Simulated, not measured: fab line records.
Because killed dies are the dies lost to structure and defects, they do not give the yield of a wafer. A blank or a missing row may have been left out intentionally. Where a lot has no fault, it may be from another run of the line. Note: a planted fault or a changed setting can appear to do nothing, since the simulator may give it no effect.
What tool caused it? | flow n5_finfet | 8 lots, 24 wafers sampled, at 6 steps of a route of 1938

WHAT THE GAUGES READ, wafer by wafer
N5_BEOL_M4_OVL_MEAS_12. Usual: M4_OVL typically reads -0.1 nm, with standard deviation 0.56.
lot  | measured     | on         | M4_OVL (nm)    | flag
L634 | day 8 10:58  | overlay-02 | 1.5 0.6 0.4    |
L638 | day 9 00:07  | overlay-02 | 0.8 0.1 -0.7   |
L636 | day 9 06:14  | overlay-02 | 0.2 0.4 0.5    |
L649 | day 12 02:29 | overlay-02 | 0.4 -0.2 0.7   |
L648 | day 12 02:52 | overlay-02 | -0.9 -0.1 -0.2 |
L652 | day 12 17:45 | overlay-01 | 0.2 -0.4 0.6   |
L653 | day 12 21:17 | overlay-02 | 0.4 -0.9 0.3   |
L655 | day 13 17:43 | overlay-02 | 0.3 0.7 0.8    |

N5_BEOL_M4_OVL_MEAS_29. Usual: V3_OVL typically reads 0.0 nm, with standard deviation 0.71.
lot  | measured     | on         | V3_OVL (nm)   | flag
L634 | day 8 11:58  | overlay-01 | -0.2 1.2 0.0  |
L638 | day 9 01:46  | overlay-02 | 0.4 0.4 -0.3  |
L636 | day 9 07:19  | overlay-01 | 0.3 0.7 1.0   |
L649 | day 12 03:34 | overlay-01 | 4.1 4.3 4.0   | OFF
L648 | day 12 03:44 | overlay-02 | 3.2 3.7 3.2   | OFF
L652 | day 12 23:05 | overlay-02 | 1.5 -0.2 -0.9 |
L653 | day 12 23:08 | overlay-02 | 0.3 -0.5 -0.3 |
L655 | day 13 18:41 | overlay-02 | -1.5 -1.4 0.0 |

N5_BEOL_M4_RC_MEAS_101. Usual: DIBL_N 35.8 mV/V, standard deviation 1.6; DIBL_P 36.0 mV/V, standard deviation 1.9; IOFF_N 0.151 nA/um, standard deviation 0.029; IOFF_P 0.21 nA/um, standard deviation 0.037; ION_N 673 uA/um, standard deviation 12; ION_P 463 uA/um, standard deviation 7.3; SS_N 71.5 mV/dec, standard deviation 0.58; SS_P 73.2 mV/dec, standard deviation 0.61; VT_N 251 mV, standard deviation 3.3; VT_P -250 mV, standard deviation 3.3.
lot  | measured     | on        | DIBL_N (mV/V)  | DIBL_P (mV/V)  | IOFF_N (nA/um)    | IOFF_P (nA/um) | ION_N (uA/um) | ION_P (uA/um) | SS_N (mV/dec)  | SS_P (mV/dec)  | VT_N (mV)   | VT_P (mV)      | flag
L634 | day 8 18:42  | prober-01 | 36.8 35.3 34.1 | 36.7 34.5 33.3 | 0.151 0.128 0.108 | 0.20 0.17 0.15 | 668 657 652   | 456 457 452   | 72.1 71.0 71.1 | 73.5 72.6 72.0 | 253 254 257 | -252 -253 -253 |
L638 | day 9 13:09  | prober-02 | 36.1 37.2 37.6 | 36.8 37.7 38.2 | 0.167 0.183 0.205 | 0.26 0.29 0.31 | 682 678 691   | 469 469 478   | 71.8 71.8 72.7 | 73.0 73.2 73.7 | 248 248 246 | -249 -244 -241 |
L636 | day 9 16:43  | prober-02 | 37.3 38.8 37.0 | 36.7 38.8 36.2 | 0.142 0.179 0.137 | 0.21 0.25 0.20 | 666 688 660   | 465 468 461   | 71.2 72.3 71.1 | 72.9 73.8 72.8 | 252 249 255 | -248 -248 -251 |
L649 | day 12 13:26 | prober-01 | 33.5 34.4 33.5 | 33.6 34.1 32.7 | 0.129 0.130 0.115 | 0.17 0.18 0.17 | 672 676 656   | 457 465 456   | 70.5 70.6 70.9 | 72.7 72.7 72.2 | 254 253 255 | -252 -252 -252 |
L648 | day 12 14:29 | prober-02 | 35.2 38.9 35.8 | 33.6 39.2 35.5 | 0.151 0.229 0.163 | 0.21 0.31 0.24 | 688 695 678   | 470 476 470   | 71.8 71.9 72.0 | 73.0 74.0 73.4 | 250 244 248 | -247 -245 -246 |
L652 | day 13 10:53 | prober-01 | 34.1 38.7 34.6 | 35.2 39.7 37.3 | 0.132 0.234 0.162 | 0.18 0.26 0.22 | 647 708 687   | 459 469 470   | 71.3 72.9 72.3 | 73.8 74.2 73.6 | 253 244 246 | -253 -247 -254 |
L653 | day 13 18:34 | prober-01 | 37.7 36.0 35.0 | 38.0 36.1 33.9 | 0.210 0.178 0.142 | 0.29 0.24 0.20 | 692 681 678   | 477 473 467   | 72.4 71.2 71.7 | 73.5 73.3 72.5 | 247 246 250 | -245 -248 -250 |
L655 | day 14 02:34 | prober-01 | 34.7 35.3 34.8 | 35.1 36.0 35.4 | 0.136 0.142 0.128 | 0.19 0.21 0.20 | 671 664 660   | 457 459 456   | 70.9 71.9 71.4 | 72.2 73.1 72.6 | 252 252 254 | -252 -251 -253 |

EACH LOT AND THE TOOL THAT RAN IT (in order: tool; ch and the chambers of the sampled wafers; start)
lot  | N5_BEOL_M4_ETCH_74                 | N5_BEOL_M4_STRIP_66                | N5_BEOL_M4_EXPOSE_25
L634 | rie_diel-03 ch 0,1,3, day 8 11:05  | rie_diel-03 ch 0,1,3, day 8 11:16  | euv_scanner-01 ch 0, day 8 11:47
L638 | rie_diel-02 ch 0,1, day 9 01:00    | rie_diel-02 ch 0,1, day 9 01:11    | euv_scanner-01 ch 0, day 9 01:36
L636 | rie_diel-04 ch 0,2,3, day 9 06:34  | rie_diel-04 ch 0,2,3, day 9 06:45  | euv_scanner-01 ch 0, day 9 07:08
L649 | rie_diel-04 ch 0,1,2, day 12 02:37 | rie_diel-04 ch 0,1,2, day 12 02:47 | euv_scanner-01 ch 0, day 12 03:24
L648 | rie_diel-04 ch 1,2,3, day 12 02:59 | rie_diel-04 ch 1,2,3, day 12 03:10 | euv_scanner-01 ch 0, day 12 03:34
L652 | rie_diel-03 ch 0,1,3, day 12 17:53 | rie_diel-03 ch 0,1,3, day 12 18:04 | euv_scanner-02 ch 0, day 12 22:55
L653 | rie_diel-02 ch 0,3, day 12 22:07   | rie_diel-02 ch 0,3, day 12 22:17   | euv_scanner-02 ch 0, day 12 22:58
L655 | rie_diel-02 ch 1,2, day 13 17:50   | rie_diel-02 ch 1,2, day 13 18:01   | euv_scanner-02 ch 0, day 13 18:30
- N5_BEOL_M4_ETCH_74: etches underlayer in N2/H2, target depth 6.5 nm, time 5.2 s.
- N5_BEOL_M4_STRIP_66: strips in CF4.
- N5_BEOL_M4_EXPOSE_25: exposes mask V3, defocus 5 nm.

AS READ BY THE TOOLS THEMSELVES (means over the sampled wafers that have a number; for cases with no such wafer, the mark the record gives instead)
N5_BEOL_M4_ETCH_74. Usual: chamber_pressure_mTorr is 30.00 mTorr with standard deviation 0.042, drypump_motor_current_A is 5.8 A with standard deviation 0.46, etch_rf_on_time_s is 5.20 s with standard deviation 0.13, oes_product_au is 0.68 a.u. with standard deviation 0.086, rf_vpp_V is 524.4 V with standard deviation 2.7, showerhead_plenum_p_Torr is 2.56 Torr with standard deviation 0.094, and throttle_valve_pct is 17.79 % with standard deviation 0.22.
lot  | tool        | chamber_pressure_mTorr (mTorr) | drypump_motor_current_A (A) | etch_rf_on_time_s (s) | oes_product_au (a.u.) | rf_vpp_V (V) | showerhead_plenum_p_Torr (Torr) | throttle_valve_pct (%) | flag
L634 | rie_diel-03 | 29.98                          | 5.5                         | 5.21                  | 0.72                  | 525.0        | 2.61                            | 17.71                  |
L638 | rie_diel-02 | 30.04                          | 6.0                         | 5.29                  | 0.61                  | 524.4        | 2.55                            | 17.82                  |
L636 | rie_diel-04 | 30.00                          | 6.2                         | 5.24                  | 0.71                  | 523.4        | 2.57                            | 17.89                  |
L649 | rie_diel-04 | 30.03                          | 6.2                         | 5.10                  | 0.79                  | 526.6        | 2.64                            | 17.63                  |
L648 | rie_diel-04 | 29.97                          | 6.1                         | 5.19                  | 0.77                  | 525.2        | 2.59                            | 17.63                  |
L652 | rie_diel-03 | 30.01                          | 5.5                         | 5.16                  | 0.68                  | 526.2        | 2.59                            | 17.76                  |
L653 | rie_diel-02 | 30.01                          | 5.4                         | 5.22                  | 0.59                  | 520.4        | 2.42                            | 17.76                  |
L655 | rie_diel-02 | 29.99                          | 5.6                         | 5.29                  | 0.81                  | 526.3        | 2.62                            | 17.88                  |

N5_BEOL_M4_STRIP_66. Usual: chamber_pressure_mTorr 50.00 mTorr, standard deviation 0.051; drypump_motor_current_A 5.8 A, standard deviation 0.45; oes_product_au 0.79 a.u., standard deviation 0.099; rf_vpp_V 271.4 V, standard deviation 1.6; showerhead_plenum_p_Torr 1.80 Torr, standard deviation 0.057; throttle_valve_pct 13.50 %, standard deviation 0.19.
lot  | tool        | chamber_pressure_mTorr (mTorr) | drypump_motor_current_A (A) | oes_product_au (a.u.) | rf_vpp_V (V) | showerhead_plenum_p_Torr (Torr) | throttle_valve_pct (%) | flag
L634 | rie_diel-03 | 50.01                          | 5.5                         | 0.84                  | 271.9        | 1.84                            | 13.40                  |
L638 | rie_diel-02 | 49.97                          | 5.9                         | 0.71                  | 271.1        | 1.80                            | 13.61                  |
L636 | rie_diel-04 | 50.03                          | 6.3                         | 0.82                  | 270.8        | 1.81                            | 13.60                  |
L649 | rie_diel-04 | 50.03                          | 6.2                         | 0.90                  | 272.7        | 1.85                            | 13.31                  |
L648 | rie_diel-04 | 49.95                          | 6.1                         | 0.89                  | 271.7        | 1.82                            | 13.36                  |
L652 | rie_diel-03 | 49.97                          | 5.5                         | 0.79                  | 272.7        | 1.83                            | 13.48                  |
L653 | rie_diel-02 | 49.99                          | 5.4                         | 0.69                  | 270.1        | 1.73                            | 13.67                  |
L655 | rie_diel-02 | 49.97                          | 5.5                         | 0.94                  | 272.4        | 1.83                            | 13.33                  |

N5_BEOL_M4_EXPOSE_25. Usual: reticle_temp_C 23.02 C, standard deviation 0.1; stage_msd_nm 0.815 nm, standard deviation 0.013.
lot  | tool           | reticle_temp_C (C) | stage_msd_nm (nm) | flag
L634 | euv_scanner-01 | 22.90              | 0.811             |
L638 | euv_scanner-01 | 23.14              | 0.811             |
L636 | euv_scanner-01 | 23.19              | 0.809             |
L649 | euv_scanner-01 | 23.09              | 0.799             |
L648 | euv_scanner-01 | 23.02              | 0.799             |
L652 | euv_scanner-02 | 23.05              | 0.830             |
L653 | euv_scanner-02 | 23.10              | 0.830             |
L655 | euv_scanner-02 | 23.16              | 0.829             |

THE ANSWER, worked out from the rows above alone
Rule: a lot counts as off when the mean over its wafers that have a number is more than 3 standard deviations away from the usual mean. Also off: a lot with no number at a reading for which 4 or more lots have one. The other lots that the step has rows for count as sound. First the gauges in route order, then the tools' own readings, where a lot's mean is used as printed above. At the first step where some lot is off, the reading lying furthest off is the one used; lots without a number count as furthest.
Off: L649, L648, seen at N5_BEOL_M4_OVL_MEAS_29 (V3_OVL).
If a tool, at a process step before that reading, ran all the lots that are off and no sound lot after the first of them, it fits. Those tools and the gauges at N5_BEOL_M4_OVL_MEAS_29 are tried in the same way. This does not decide it: 2 tools fit, namely rie_diel-04 at N5_BEOL_M4_ETCH_74 and N5_BEOL_M4_STRIP_66 and euv_scanner-01 at N5_BEOL_M4_EXPOSE_25.

WHAT WAS PUT IN BY THE SIMULATOR
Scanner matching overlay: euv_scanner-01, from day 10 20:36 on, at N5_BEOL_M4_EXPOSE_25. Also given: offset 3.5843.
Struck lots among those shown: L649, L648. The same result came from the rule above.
